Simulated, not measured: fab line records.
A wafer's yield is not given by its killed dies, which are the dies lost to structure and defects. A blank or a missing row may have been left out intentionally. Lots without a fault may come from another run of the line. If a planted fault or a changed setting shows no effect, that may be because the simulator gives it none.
Which tool did it? | flow n5-finfet | at 1 step of a route of 1938, 12 lots with 36 wafers sampled

== WHAT THE GAUGES SHOWED, per wafer ==
N5_BEOL_M5_CD_MEAS_11: target cd 27.74 nm.
lot  | measured     | on        | cd-nm (nm)
L075 | day 9 12:43  | cd-sem-03 | 27.61 27.34 28.01
L077 | day 9 19:28  | cd-sem-01 | 27.88 28.18 28.01
L080 | day 10 08:43 | cd-sem-03 | 28.07 27.92 28.14
L079 | day 11 02:08 | cd-sem-01 | 28.12 27.79 28.22
L083 | day 11 11:20 | cd-sem-01 | 28.33 28.06 28.25
L087 | day 11 23:01 | cd-sem-01 | 27.87 28.17 28.04
L085 | day 12 11:59 | cd-sem-02 | 27.78 28.14 27.99
L086 | day 12 17:46 | cd-sem-02 | 27.76 27.95 27.86
L090 | day 13 17:42 | cd-sem-03 | 27.98 28.08 27.92
L093 | day 14 02:07 | cd-sem-03 | 28.31 27.93 28.37
L094 | day 14 19:25 | cd-sem-02 | 28.06 27.97 28.06
L097 | day 15 06:52 | cd-sem-01 | 28.26 27.95 28.20

== WHICH TOOL RAN EACH LOT (tool, then ch and the chambers of the sampled wafers, then the start) ==
The record holds no process step before these readings.

== THE ANSWER, worked out from the rows above alone ==
Rule: the lots themselves supply what counts as usual. Put in order of their means at a reading, lots are off if they are a third of the lots or fewer, leave a main group of 4 or more, and stand apart from it by a gap of 3 or more times the standard deviation of the main group's means; of several such gaps the widest counts. A main group whose means are all the same, to the digits that the tables above print for the reading, isn't used. A lot without any number at a reading at which 4 lots or more have one is off too. All remaining lots with rows at the step are treated as sound.
None of the lots is off at any reading shown; this tells nothing.

== WHAT THE SIMULATOR PUT IN ==
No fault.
